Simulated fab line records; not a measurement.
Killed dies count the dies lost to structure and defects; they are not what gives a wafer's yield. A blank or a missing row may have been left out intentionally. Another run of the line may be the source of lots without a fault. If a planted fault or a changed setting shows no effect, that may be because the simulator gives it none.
fab line records	flow nandHarc
record lots=14	wafers=42	lastDay=24
route steps=1159 shown A_M0@1016 A_M1@1041
lots that met no fault: taken from a fault-free run of the same line
startH: hours from the record's opening day to when the first of the lot's shown wafers began	waitH: how many hours have passed since the lot's step before this one	" the same as in the row above	L1.1+2: one row covering several wafers at once	- no value, or no start was given	* or withheld: withheld	< > ~ a bound
route shown NAME@n: NAME is a module with steps in the file, n the number in the route of the first one	usual: average and standard deviation across the fault-free wafers	same: alike in all rows	chamber/n: place in a boat	sites: per-site readings	_std_site: their standard deviation	_edge_site: mean of outer sites minus mean of inner sites	radiusMm: for every site, how far away it sits from the centre of the wafer	mask NAME#n: copy n	behind: the last tool/chamber to shape the wafer	hold: why the lot went on hold/how many hours it stayed there/how the hold came to an end	device: which transistor (n, p or np) failed to switch	end of line: tests of these same wafers at the route's end	a step without rows: its recipe alone	killed: dies that structure and defects cost at the first sort, which is not the same as the wafer's yield	map: dies across one wafer; x = killed, . = not, _ = none there
set.NAME: the setting the step ran with; set.NAME@STEP: the setting that earlier step ran with	model.NAME: the simulator's own value behind a step, which no gauge read
route steps across a sampled set of lots; one table per step, one row per wafer
services: a tool's chamber out of use, with start hour (startH, from the record's first day; less than 0 if before it), hours out, and reason
## steps
# step NHARC_A_M0_PVD_21
# recipe targetThkA=300	chamberPressurePa=5	powerW=5000	substrateTempC=30	timeS=20.49	material=Cu
# usual throttleValvePct=30.3/0.88
lot.wafer	tool	chamber	startH	waitH	throttleValvePct
L498.2	pvdSputter-01	-	-	-	29.8
L498.1	"	-	"	"	30.7
L498.3	"	-	"	"	30.6
L499.2	pvdSputter-02	-	-	-	30.0
L499.3	"	-	"	"	31.5
L499.4	"	-	"	"	29.7
L497.3	pvdSputter-02	-	-	-	28.5
L497.1	"	-	"	"	30.4
L497.5	"	-	"	"	29.6
L500.1	pvdSputter-02	-	-	-	29.8
L500.6	"	-	"	"	30.0
L500.5	"	-	"	"	30.3
L511.4	pvdSputter-01	-	-	-	30.7
L511.2	"	-	"	"	30.0
L511.6	"	-	"	"	30.6
L509.1	pvdSputter-03	-	-	-	28.7
L509.4	"	-	"	"	30.1
L509.6	"	-	"	"	31.8
L508.2	pvdSputter-02	-	-	-	31.6
L508.4	"	-	"	"	30.3
L508.6	"	-	"	"	31.6
L512.4	pvdSputter-03	-	-	-	30.3
L512.1	"	-	"	"	31.6
L512.2	"	-	"	"	29.3
L513.1	pvdSputter-03	-	-	-	29.5
L513.2	"	-	"	"	29.0
L513.6	"	-	"	"	29.5
L516.2	pvdSputter-02	-	-	-	31.8
L516.1	"	-	"	"	28.0
L516.3	"	-	"	"	30.0
L515.4	pvdSputter-03	-	-	-	30.1
L515.2	"	-	"	"	31.6
L515.3	"	-	"	"	29.6
L520.4	pvdSputter-01	-	-	-	31.5
L520.3	"	-	"	"	31.2
L520.6	"	-	"	"	29.8
L518.2	pvdSputter-03	-	-	-	30.2
L518.1	"	-	"	"	31.9
L518.3	"	-	"	"	28.8
L519.2	pvdSputter-01	-	-	-	31.0
L519.6	"	-	"	"	31.1
L519.5	"	-	"	"	30.2
# step NHARC_A_M0_INSPECT_27
# usual rawDefectCount=457/160
lot.wafer	tool	chamber	startH	waitH	rawDefectCount
L498.1	defectInspect-02	-	429.57	0.0	267
L498.2	"	-	"	"	349
L498.3	"	-	"	"	484
L499.2	defectInspect-01	-	430.47	0.0	457
L499.3	"	-	"	"	370
L499.4	"	-	"	"	469
L497.1	defectInspect-01	-	431.37	0.0	318
L497.3	"	-	"	"	340
L497.5	"	-	"	"	480
L500.1	defectInspect-02	-	431.70	0.0	268
L500.5	"	-	"	"	323
L500.6	"	-	"	"	276
L511.2	defectInspect-02	-	492.61	0.0	522
L511.4	"	-	"	"	586
L511.6	"	-	"	"	823
L509.1	defectInspect-02	-	504.10	0.0	429
L509.4	"	-	"	"	512
L509.6	"	-	"	"	436
L508.2	defectInspect-02	-	514.57	0.0	350
L508.4	"	-	"	"	496
L508.6	"	-	"	"	340
L512.1	defectInspect-02	-	515.81	0.0	441
L512.2	"	-	"	"	391
L512.4	"	-	"	"	308
L513.1	defectInspect-01	-	516.62	0.0	515
L513.2	"	-	"	"	650
L513.6	"	-	"	"	507
L516.1	defectInspect-02	-	517.45	0.0	353
L516.2	"	-	"	"	443
L516.3	"	-	"	"	391
L515.2	defectInspect-02	-	517.77	0.0	420
L515.3	"	-	"	"	478
L515.4	"	-	"	"	598
L520.3	defectInspect-02	-	528.88	0.0	311
L520.4	"	-	"	"	469
L520.6	"	-	"	"	232
L518.1	defectInspect-02	-	529.20	0.0	467
L518.2	"	-	"	"	308
L518.3	"	-	"	"	382
L519.2	defectInspect-01	-	536.58	0.0	392
L519.5	"	-	"	"	517
L519.6	"	-	"	"	349
# step NHARC_A_M0_PRE_CLEAN_31
# recipe timeS=12	tempC=370	rfPowerW=300	gas=NH3
# usual heaterPowerW=676/53
lot.wafer	tool	chamber	startH	waitH	heaterPowerW
L498.1	pecvd-02	2	429.63	0.1	700
L498.3	"	0	"	"	562
L498.2	"	1	"	"	541
L499.3	pecvd-03	2	430.54	0.1	678
L499.2	"	1	"	"	678
L499.4	"	0	"	"	752
L497.3	pecvd-01	0	431.52	0.1	645
L497.1	"	1	"	"	726
L497.5	"	1	"	"	698
L500.1	pecvd-02	1	431.82	0.1	633
L500.6	"	2	"	"	633
L500.5	"	0	"	"	586
L511.2	pecvd-01	1	492.69	0.1	686
L511.4	"	1	"	"	666
L511.6	"	2	"	"	668
L509.1	pecvd-03	1	504.18	0.1	668
L509.4	"	1	"	"	670
L509.6	"	2	"	"	790
L508.2	pecvd-02	0	514.65	0.1	623
L508.4	"	2	"	"	708
L508.6	"	0	"	"	635
L512.2	pecvd-01	0	515.88	0.1	640
L512.1	"	1	"	"	731
L512.4	"	1	"	"	716
L513.1	pecvd-03	1	517.43	0.8	716
L513.2	"	0	"	"	621
L513.6	"	2	"	"	763
L516.1	pecvd-03	0	517.77	0.3	685
L516.3	"	1	"	"	637
L516.2	"	2	"	"	804
L515.3	pecvd-01	1	517.83	0.1	664
L515.2	"	2	"	"	709
L515.4	"	0	"	"	635
L520.3	pecvd-03	2	528.97	0.1	750
L520.6	"	0	"	"	725
L520.4	"	1	"	"	612
L518.3	pecvd-02	1	529.27	0.1	600
L518.1	"	2	"	"	675
L518.2	"	0	"	"	660
L519.2	pecvd-02	1	536.64	0.1	633
L519.5	"	1	"	"	642
L519.6	"	2	"	"	633
# step NHARC_A_M1_ETCH_15
# recipe targetDepthA=1825	timeS=91.2	c4f8FlowSccm=withheld	arFlowSccm=400	rfW=600	biasW=300	chemistry=C4F8/Ar
# usual biasW=300.0/1	chamberPressureMTorr=24.999/0.022	oesProductAu=0.958/0.025	rfVppV=441.8/2.4
lot.wafer	tool	chamber	startH	waitH	biasW	chamberPressureMTorr	oesProductAu	rfHoursCounterH	rfVppV
L498.2	rieDiel-03	1	431.33	-	300.1	24.984	0.968	2	442.6
L498.1	"	2	"	"	298.8	25.004	0.945	1	445.0
L498.3	"	3	"	"	299.4	25.004	0.946	1	443.1
L499.2	rieDiel-03	0	432.11	-	298.2	25.006	0.990	2	438.9
L499.4	"	1	"	"	301.1	24.971	0.966	2	443.7
L499.3	"	3	"	"	299.8	25.022	0.962	2	443.3
L497.1	rieDiel-03	1	433.24	-	299.0	24.952	0.982	2	443.3
L497.3	"	0	"	"	299.0	24.979	0.974	2	438.7
L497.5	"	1	"	"	300.0	25.012	0.984	-	442.7
L500.1	rieDiel-03	3	433.55	-	299.7	25.029	0.975	2	443.5
L500.6	"	1	"	"	300.6	25.008	0.955	-	441.4
L500.5	"	2	"	"	301.4	25.018	0.961	-	444.2
L511.4	rieDiel-12	2	494.29	-	299.0	25.002	0.977	9	443.8
L511.2	"	3	"	"	300.8	25.045	0.982	9	443.4
L511.6	"	3	"	"	302.1	25.029	0.973	-	441.6
L509.1	rieDiel-10	2	505.86	-	-	-	-	-	-
L509.4	"	0	"	"	-	-	-	-	-
L509.6	"	2	"	"	-	-	-	-	-
L508.4	rieDiel-03	0	516.38	-	-	-	-	-	-
L508.2	"	2	"	"	-	-	-	-	-
L508.6	"	0	"	"	-	-	-	-	-
L512.1	rieDiel-10	2	517.78	-	301.0	24.957	0.972	4	439.7
L512.4	"	0	"	"	299.8	24.939	0.942	4	437.3
L512.2	"	1	"	"	302.5	24.997	0.972	4	444.3
L513.1	rieDiel-10	1	519.30	-	299.3	24.984	0.980	4	442.3
L513.2	"	0	"	"	300.2	24.985	0.966	4	439.5
L513.6	"	2	"	"	299.3	24.996	0.973	-	439.3
L516.2	rieDiel-03	1	519.57	-	299.2	24.980	0.966	8	442.6
L516.1	"	2	"	"	300.8	25.011	0.958	8	444.4
L516.3	"	0	"	"	299.1	24.972	0.983	8	437.7
L515.2	rieDiel-10	0	519.85	-	298.8	25.008	0.958	4	438.1
L515.4	"	1	"	"	300.0	24.993	0.981	4	443.1
L515.3	"	2	"	"	300.8	24.996	0.974	4	439.1
L520.3	rieDiel-03	1	530.64	-	300.1	25.011	0.999	8	443.5
L520.6	"	3	"	"	299.3	25.014	1.000	-	443.4
L520.4	"	1	"	"	297.2	24.989	0.999	-	441.6
L518.3	rieDiel-03	3	530.96	-	299.4	25.004	0.958	8	445.1
L518.1	"	0	"	"	302.6	25.011	0.954	8	438.7
L518.2	"	1	"	"	299.9	25.006	0.965	8	442.5
L519.2	rieDiel-12	1	538.26	-	300.7	24.980	0.926	10	443.6
L519.5	"	2	"	"	300.3	25.029	0.926	-	444.9
L519.6	"	3	"	"	298.0	24.969	0.909	-	441.8
## services
tool	chamber	startH	hours	kind
rieDiel-12	-	417.86	0.5	repair
pecvd-01	-	418.35	13.0	pm
rieDiel-03	0	425.84	-	clean
rieDiel-03	1	425.84	-	clean
rieDiel-03	2	425.84	-	clean
rieDiel-03	3	425.84	-	clean
rieDiel-03	0	450.34	-	clean
rieDiel-03	1	450.34	-	clean
rieDiel-03	2	450.34	-	clean
rieDiel-03	3	450.34	-	clean
rieDiel-03	0	451.58	3.9	repair
pvdSputter-03	-	458.04	10.0	pm
pecvd-03	-	473.15	13.0	pm
rieDiel-03	0	474.84	-	clean
rieDiel-10	1	479.27	7.9	repair
pecvd-02	-	483.92	3.8	repair
rieDiel-10	-	498.21	0.2	repair
rieDiel-12	1	506.69	14.3	repair
pvdSputter-01	-	514.04	10.0	pm
pecvd-02	-	515.42	13.0	pm
rieDiel-03	2	519.95	14.1	repair
pvdSputter-02	-	525.97	4.2	repair
rieDiel-03	-	527.05	0.4	repair
rieDiel-10	-	530.50	9.0	pm
## key
firstSign step=NHARC_A_M1_ETCH_15	reading=toolRecord	direction=missing
effect none on later readings
metAt NHARC_A_M1_ETCH_15
struckLots L508,L509
laterRowsLeftOut L508.2,L508.4,L508.6,L509.1,L509.4,L509.6
sortLeftOut L508.2,L508.4,L508.6,L509.1,L509.4,L509.6
loopTrim step=NHARC_A_M0_EXPOSE_06	setting=dose	lots=L509
notActingAt NHARC_A_M0_PVD_21,NHARC_A_M0_INSPECT_27,NHARC_A_M0_PRE_CLEAN_31
onsetBetween 433.55 505.86
fault kind=skippedStepWhole	tool=rieDiel-03,rieDiel-10	chamber=-	onsetH=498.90	steps=NHARC_A_M1_ETCH_15	scope=struckLotsOnly
# sortLeftOut: the simulated sort isn't trusted on such a fault, so these wafers' sort isn't shown, and their yield isn't known
# laterRowsLeftOut: the simulator's readings of these wafers behind a module that went badly wrong aren't trusted and aren't shown, but for the sort
# loopTrim: a control loop set the setting to another value than it would have without faults
